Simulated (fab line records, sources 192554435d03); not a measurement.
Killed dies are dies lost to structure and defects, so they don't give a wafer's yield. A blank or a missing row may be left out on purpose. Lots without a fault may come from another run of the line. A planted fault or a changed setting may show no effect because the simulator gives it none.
fab line records | flow n5_finfet
record lots=6 wafers=16 last_day=18
route steps=1938 shown BEOL_M3@938 BEOL_M4@1111
lots that met no fault: from a run of the same line without faults
start_h: hours from the record's first day to the start of the lot's first wafer shown | wait_h: hours since the lot's step before | " the same as in the row above | L1.1+2: a row that stands for several wafers | - no value, or no start given | * or withheld: withheld | < > ~ a bound
route shown NAME@n: a module of which the file shows steps, and the number in the route of the first | usual: mean/standard deviation of fault-free wafers | same: alike in all rows | chamber/n: place in a boat | sites: the reading at each site | _std_site: their standard deviation | _edge_site: outer sites' mean less inner sites' | radius_mm: how far each site lies from the wafer's centre | mask NAME#n: copy n | behind: the tool/chamber that last shaped the wafer | hold: why the lot was held/for how many hours/how that ended | device: the transistor (n, p or np) that didn't switch | end of line: the same wafers' tests at the end of the route | a step without rows: its recipe alone | killed: dies lost to structure and defects at the first sort, not the wafer's yield | map: a wafer's dies, x killed, . not, _ none there
set.NAME: the setting as run; set.NAME@STEP: as run at that earlier step | model.NAME: the simulator's own value behind a step, which no gauge read
lots at some steps of the route; a table a step, a row a wafer
services: from which hour (start_h, from the record's first day; less than 0 if before it) a tool's chamber was out of use, for how many hours, and why
## steps
# step N5_BEOL_M3_COAT_05
# recipe resist=CAR-EUV spin_rpm=1500 resist_thk_nm=30
# step N5_BEOL_M3_EBR_07
# recipe solvent=PGMEA ebr_width_mm=1.5
# step N5_BEOL_M3_SOFTBAKE_06
# recipe temp_c=110 time_s=60 resist=CAR-EUV
# step N5_BEOL_M3_EXPOSE_08
# recipe mask_id=M3 na=0.33 source_shape=dipole sigma_inner=0.369 sigma_outer=0.767 polarization=unpolarized dose_mj=33
# step N5_BEOL_M3_PEB_09
# recipe peb_temp_c=100 peb_time_s=60 resist=CAR-EUV
# step N5_BEOL_M3_DEVELOP_10
# recipe develop_time_s=30 developer=TMAH resist=CAR-EUV rinse_liquid=surfactant_rinse dry=air_spin dev_temp_c=23
# step N5_BEOL_M3_CD_MEAS_11
# recipe target_cd_nm=17.05 landing_energy_ev=500 detector=se_inlens polarity=opening
# usual cd_nm=17.03/0.23
# columns lot.wafer tool chamber start_h wait_h cd_nm
L227.2 cd_sem-01 0 181.92 - 17.00
L227.4 " 0 " " 17.26
L227.5 " 0 " " 17.26
L229.2 cd_sem-01 0 186.38 - 16.67
L229.5 " 0 " " 16.86
L229.6 " 0 " " 16.67
L231.2 cd_sem-03 0 199.17 - 16.76
L231.4 " 0 " " 16.61
L231.5 " 0 " " 16.71
L239.1 cd_sem-01 0 263.71 - 17.18
L239.2 " 0 " " 16.83
L241.1 cd_sem-01 0 268.51 - 17.17
L241.6 " 0 " " 17.15
L246.2 cd_sem-01 0 302.35 - 16.91
L246.5 " 0 " " 17.17
L246.6 " 0 " " 16.91
# step N5_BEOL_M3_OVL_MEAS_12
# recipe points_per_wafer=522
# usual M3_OVL=0.1/0.63
# columns lot.wafer tool chamber start_h wait_h M3_OVL[nm]
L227.2 overlay-02 0 181.95 0.0 -0.1
L227.4 " 0 " " 0.3
L227.5 " 0 " " -0.9
L229.2 overlay-02 0 186.41 0.0 0.6
L229.5 " 0 " " 0.5
L229.6 " 0 " " 0.2
L231.2 overlay-01 0 199.21 0.0 0.4
L231.4 " 0 " " -0.6
L231.5 " 0 " " -0.1
L239.1 overlay-01 0 263.75 0.0 -0.2
L239.2 " 0 " " -0.2
L241.1 overlay-02 0 268.54 0.0 1.0
L241.6 " 0 " " -0.3
L246.2 overlay-01 0 302.38 0.0 1.0
L246.5 " 0 " " 0.6
L246.6 " 0 " " 0.9
# step N5_BEOL_M3_INSPECT_13
# recipe mode=adi inspect_instrument=brightfield
# usual raw_defect_count=424/99
# columns lot.wafer tool chamber start_h wait_h raw_defect_count
L227.2 defect_inspect-02 - 182.01 0.0 458
L227.4 " - " " 393
L227.5 " - " " 368
L229.2 defect_inspect-01 - 186.47 0.0 245
L229.5 " - " " 339
L229.6 " - " " 560
L231.2 defect_inspect-01 - 199.26 0.0 466
L231.4 " - " " 297
L231.5 " - " " 468
L239.1 defect_inspect-01 - 263.81 0.1 270
L239.2 " - " " 252
L241.1 defect_inspect-01 - 268.61 0.1 432
L241.6 " - " " 537
L246.2 defect_inspect-01 - 302.43 0.0 367
L246.5 " - " " 374
L246.6 " - " " 433
# step N5_BEOL_M3_DESCUM_16
# recipe chemistry=O2 time_s=7 source_power_w=50 bias_power_w=20 pressure_mtorr=20 rf_frequency_hz=2.712e+07 temp_c=40 resist=CAR-EUV o2_flow_sccm=225
# usual drypump_motor_current_A=5.9/0.32 oes_product_au=0.82/0.096 rf_vpp_V=243.8/1.3 showerhead_plenum_p_Torr=2.13/0.061 throttle_valve_pct=20.46/0.21
# columns lot.wafer tool chamber start_h wait_h drypump_motor_current_A oes_product_au rf_hours_counter_h rf_vpp_V showerhead_plenum_p_Torr throttle_valve_pct
L227.2 rie_diel-02 3 182.04 0.0 6.3 0.91 26 244.8 2.23 20.41
L227.4 " 1 " " 5.7 0.94 - 243.5 2.12 20.09
L227.5 " 0 " " 5.5 0.75 - 244.6 2.16 20.85
L229.2 rie_diel-01 3 186.59 0.1 5.8 0.86 57 244.0 2.11 20.39
L229.5 " 0 " " 6.3 0.86 - 243.7 2.11 20.53
L229.6 " 3 " " 5.8 0.86 - 243.5 2.11 20.38
L231.2 rie_diel-01 2 200.36 1.1 5.9 1.01 5 246.8 2.23 20.23
L231.4 " 3 " " 5.8 0.83 - 244.2 2.11 20.40
L231.5 " 0 " " 6.3 0.85 - 242.9 2.11 20.52
L239.1 rie_diel-01 0 263.85 0.0 6.3 0.82 81 243.6 2.10 20.56
L239.2 " 2 " " 5.8 0.95 26 245.2 2.22 20.27
L241.1 rie_diel-01 3 268.65 0.0 5.9 0.83 83 243.1 2.10 20.42
L241.6 " 0 " " 6.3 0.82 - 243.6 2.10 20.57
L246.2 rie_diel-05 1 302.79 0.4 6.0 0.73 174 242.1 2.07 20.43
L246.5 " 1 " " 6.0 0.73 - 241.4 2.07 20.43
L246.6 " 0 " " 6.1 0.67 - 242.6 2.14 20.55
# step N5_BEOL_M3_ETCH_74
# recipe chemistry=N2/H2 target=underlayer target_depth_a=65 mask_material=CAR-EUV time_s=5.2 ion_energy_ev=200 pressure_mtorr=30 source_w=840 bias_w=150 n2_flow_sccm=200 h2_flow_sccm=200 ends=cleared
# usual drypump_motor_current_A=5.9/0.32 etch_rf_on_time_s=5.19/0.11 oes_product_au=0.70/0.082 rf_vpp_V=525.3/2.5 showerhead_plenum_p_Torr=2.59/0.072 throttle_valve_pct=17.89/0.24
# columns lot.wafer tool chamber start_h wait_h drypump_motor_current_A etch_rf_on_time_s oes_product_au rf_hours_counter_h rf_vpp_V showerhead_plenum_p_Torr throttle_valve_pct
L227.2 rie_diel-02 3 182.07 0.0 6.2 5.03 0.79 26 529.1 2.70 17.78
L227.4 " 1 " " 5.7 5.14 0.80 - 527.3 2.60 17.59
L227.5 " 0 " " 5.4 5.33 0.63 - 526.1 2.64 18.27
L229.2 rie_diel-01 3 186.63 0.0 5.8 5.16 0.73 57 523.3 2.57 17.75
L229.5 " 0 " " 6.3 5.18 0.72 - 523.4 2.60 18.11
L229.6 " 3 " " 5.8 5.19 0.73 - 523.5 2.57 17.77
L231.2 rie_diel-01 2 200.39 0.0 5.8 4.98 0.86 5 528.9 2.69 17.52
L231.4 " 3 " " 5.8 5.14 0.72 - 524.0 2.57 17.77
L231.5 " 0 " " 6.3 5.23 0.72 - 525.1 2.60 18.12
L239.1 rie_diel-01 0 263.88 0.0 6.3 5.25 0.70 81 524.8 2.59 18.15
L239.2 " 2 " " 5.8 5.03 0.80 26 527.9 2.68 17.54
L241.1 rie_diel-01 3 268.68 0.0 5.8 5.20 0.70 83 523.2 2.56 17.82
L241.6 " 0 " " 6.3 5.17 0.70 - 523.4 2.59 18.16
L246.2 rie_diel-05 1 302.82 0.0 6.0 5.19 0.61 174 523.7 2.52 17.84
L246.5 " 1 " " 6.0 5.19 0.63 - 524.4 2.52 17.83
L246.6 " 0 " " 6.1 5.44 0.57 - 526.4 2.60 18.11
# step N5_BEOL_M3_ETCH_63
# recipe chemistry=CF4 target=SiARC target_depth_a=156 mask_material=CAR-EUV time_s=26 ion_energy_ev=80 pressure_mtorr=40 source_w=545 bias_w=36 Ar_flow_sccm=100 cf4_flow_sccm=100 ends=cleared
# usual drypump_motor_current_A=5.9/0.32 etch_rf_on_time_s=26.0/0.48 oes_product_au=0.70/0.082 rf_vpp_V=184.6/1.1 showerhead_plenum_p_Torr=2.18/0.054 throttle_valve_pct=15.67/0.22
# columns lot.wafer tool chamber start_h wait_h drypump_motor_current_A etch_rf_on_time_s oes_product_au rf_hours_counter_h rf_vpp_V showerhead_plenum_p_Torr throttle_valve_pct
L227.2 rie_diel-02 3 182.09 0.0 6.3 25.4 0.79 26 186.0 2.26 15.40
L227.4 " 1 " " 5.7 25.9 0.79 - 185.7 2.20 15.36
L227.5 " 0 " " 5.5 26.6 0.64 - 185.0 2.22 16.01
L229.2 rie_diel-01 3 186.64 0.0 5.8 25.6 0.74 57 185.0 2.18 15.65
L229.5 " 0 " " 6.3 25.7 0.74 - 183.1 2.18 15.79
L229.6 " 3 " " 5.8 25.6 0.74 - 184.7 2.18 15.64
L231.2 rie_diel-01 2 200.41 0.0 5.8 25.4 0.85 5 186.9 2.27 15.38
L231.4 " 3 " " 5.8 26.2 0.72 - 182.3 2.17 15.67
L231.5 " 0 " " 6.3 26.2 0.72 - 183.1 2.18 15.82
L239.1 rie_diel-01 0 263.90 0.0 6.3 26.2 0.70 81 185.0 2.17 15.86
L239.2 " 2 " " 5.8 25.3 0.81 26 186.6 2.26 15.42
L241.1 rie_diel-01 3 268.70 0.0 5.8 26.2 0.70 83 183.1 2.17 15.71
L241.6 " 0 " " 6.3 26.2 0.70 - 183.8 2.17 15.87
L246.2 rie_diel-05 1 302.84 0.0 6.0 26.2 0.63 174 184.8 2.13 15.71
L246.5 " 1 " " 6.1 26.4 0.62 - 185.9 2.13 15.72
L246.6 " 0 " " 6.1 26.8 0.57 - 182.6 2.21 15.93
# step N5_BEOL_M3_ETCH_64
# recipe chemistry=N2/H2 target=SOC target_depth_a=750 overetch_a=150 mask_material=SiARC temp_c=40 time_s=112.5 ion_energy_ev=200 pressure_mtorr=30 source_w=840 bias_w=150 n2_flow_sccm=200 h2_flow_sccm=200
# usual drypump_motor_current_A=5.9/0.32 oes_product_au=0.65/0.072 rf_vpp_V=525.4/2.2 showerhead_plenum_p_Torr=2.59/0.072 throttle_valve_pct=17.85/0.24
# columns lot.wafer tool chamber start_h wait_h drypump_motor_current_A oes_product_au rf_hours_counter_h rf_vpp_V showerhead_plenum_p_Torr throttle_valve_pct model.SiARC_of_BEOL_M3_COAT_62.thk_nm model.BEOL_M3.cd_offset_nm
L227.2 rie_diel-02 3 182.12 0.0 6.2 0.72 26 528.9 2.70 17.75 6.8 -0.2
L227.4 " 1 " " 5.7 0.73 - 524.9 2.60 17.55 6.8 0
L227.5 " 0 " " 5.5 0.60 - 527.3 2.64 18.21 7 -0.2
L229.2 rie_diel-01 3 186.67 0.0 5.8 0.68 57 526.2 2.57 17.72 6.8 -0.2
L229.5 " 0 " " 6.3 0.68 - 525.7 2.60 18.10 6.6 -0.4
L229.6 " 3 " " 5.9 0.68 - 525.4 2.57 17.73 6.6 -0.2
L231.2 rie_diel-01 2 200.44 0.0 5.9 0.78 5 529.3 2.69 17.46 6.8 -0.8
L231.4 " 3 " " 5.9 0.68 - 524.8 2.57 17.73 6.8 -0.4
L231.5 " 0 " " 6.3 0.67 - 525.9 2.60 18.09 6.8 -0.6
L239.1 rie_diel-01 0 263.93 0.0 6.3 0.65 81 525.3 2.59 18.13 7.6 -1
L239.2 " 2 " " 5.9 0.73 26 527.2 2.68 17.50 6.6 -0.2
L241.1 rie_diel-01 3 268.73 0.0 5.8 0.65 83 523.3 2.56 17.77 7.6 -0.4
L241.6 " 0 " " 6.3 0.65 - 525.0 2.59 18.13 7.6 -0.4
L246.2 rie_diel-05 1 302.87 0.0 6.0 0.59 174 523.0 2.52 17.78 6.6 0.2
L246.5 " 1 " " 6.0 0.58 - 523.3 2.52 17.78 6.8 0
L246.6 " 0 " " 6.1 0.54 - 525.9 2.60 18.08 7 -0.4
# step N5_BEOL_M3_STRIP_65
# recipe chemistry=N2/H2 temp_c=40 n2_flow_sccm=200 h2_flow_sccm=200 rf_frequency_hz=6e+07
# step N5_BEOL_M4_RC_MEAS_101
# usual DIBL_N=36.0/2.2 DIBL_P=36.2/2.4 IOFF_N=0.16/0.035 IOFF_P=0.21/0.037 ION_N=672/13 ION_P=461/7 SS_N=71.4/0.69 SS_P=73.2/0.75 VT_N=250/3.4 VT_P=-251/3
# columns lot.wafer tool chamber start_h wait_h DIBL_N[mV/V] DIBL_P[mV/V] IOFF_N[nA/um] IOFF_P[nA/um] ION_N[uA/um] ION_P[uA/um] SS_N[mV/dec] SS_P[mV/dec] VT_N[mV] VT_P[mV]
L227.2 prober-02 0 232.46 0.2 36.4 36.3 0.16 0.22 665 458 70.9 73.9 251 -248
L227.4 " 0 " " 37.4 37.5 0.18 0.23 680 464 71.3 74.3 248 -247
L227.5 " 0 " " 36.0 37.4 0.17 0.25 679 468 71.3 73.8 246 -244
L229.2 prober-01 0 235.24 0.2 34.4 35.1 0.12 0.18 659 460 70.6 72.7 252 -253
L229.5 " 0 " " 33.4 33.9 0.11 0.16 656 456 70.9 71.4 255 -252
L229.6 " 0 " " 34.6 34.9 0.13 0.18 675 465 70.5 72.5 251 -252
L231.2 prober-01 0 240.85 0.2 36.1 36.7 0.15 0.19 676 460 71.7 73.5 249 -252
L231.4 " 0 " " 35.8 36.0 0.15 0.18 647 445 72.5 73.0 253 -253
L231.5 " 0 " " 37.6 37.9 0.18 0.22 682 462 71.8 73.2 248 -251
L239.1 prober-02 0 303.93 0.0 34.0 34.4 0.13 0.17 664 454 71.3 72.1 252 -252
L239.2 " 0 " " 37.9 37.9 0.20 0.23 682 456 72.3 73.2 247 -250
L241.1 prober-01 0 304.60 0.0 34.6 33.0 0.12 0.17 667 457 70.9 73.0 254 -252
L241.6 " 0 " " 38.9 38.2 0.20 0.24 691 462 71.8 74.7 249 -249
L246.2 prober-01 0 341.25 0.2 38.0 36.8 0.19 0.22 691 470 71.4 73.7 244 -248
L246.5 " 0 " " 38.4 37.7 0.18 0.24 679 466 71.6 73.9 247 -250
L246.6 " 0 " " 39.5 40.4 0.24 0.29 702 484 72.3 74.4 245 -247
## services
# columns tool chamber start_h hours kind
rie_diel-01 2 168.39 - clean
rie_diel-01 2 168.39 - consumable_replace:focus_ring
rie_diel-01 2 168.39 - consumable_replace:showerhead
rie_diel-01 2 168.39 21.4 scheduled_down
rie_diel-01 2 168.39 21.4 vent_cycle
rie_diel-02 2 177.07 8.7 repair
rie_diel-01 1 189.91 - clean
rie_diel-01 1 189.91 - consumable_replace:focus_ring
rie_diel-01 1 189.91 30.6 scheduled_down
rie_diel-01 1 189.91 30.6 vent_cycle
rie_diel-02 1 203.82 16.6 repair
rie_diel-01 3 205.00 4.9 repair
rie_diel-05 0 227.75 9.5 repair
rie_diel-05 3 237.47 - clean
rie_diel-05 3 237.47 - consumable_replace:focus_ring
rie_diel-05 3 237.47 25.4 scheduled_down
rie_diel-05 3 237.47 25.4 vent_cycle
rie_diel-01 3 252.29 4.1 repair
rie_diel-02 - 263.90 1.7 repair
## key
first_sign none at tools or gauges
model_effect step=N5_BEOL_M3_ETCH_64 value=SiARC_of_BEOL_M3_COAT_62.thk_nm without=6.667 struck=7.6
met_at N5_BEOL_M3_ETCH_64
struck_wafers L239.1,L241.1,L241.6
sort_left_out L239.1,L241.1,L241.6
onset_between 200.44 263.93
fault kind=process_parameter_drift tool=rie_diel-01 chamber=- onset_h=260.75 steps=N5_BEOL_M3_ETCH_64 channel=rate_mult offset=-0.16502 shape=step end_h=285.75 scope=struck_wafers_only
# sort_left_out: the simulated sort isn't trusted on such a fault, so these wafers' sort isn't shown, and their yield isn't known
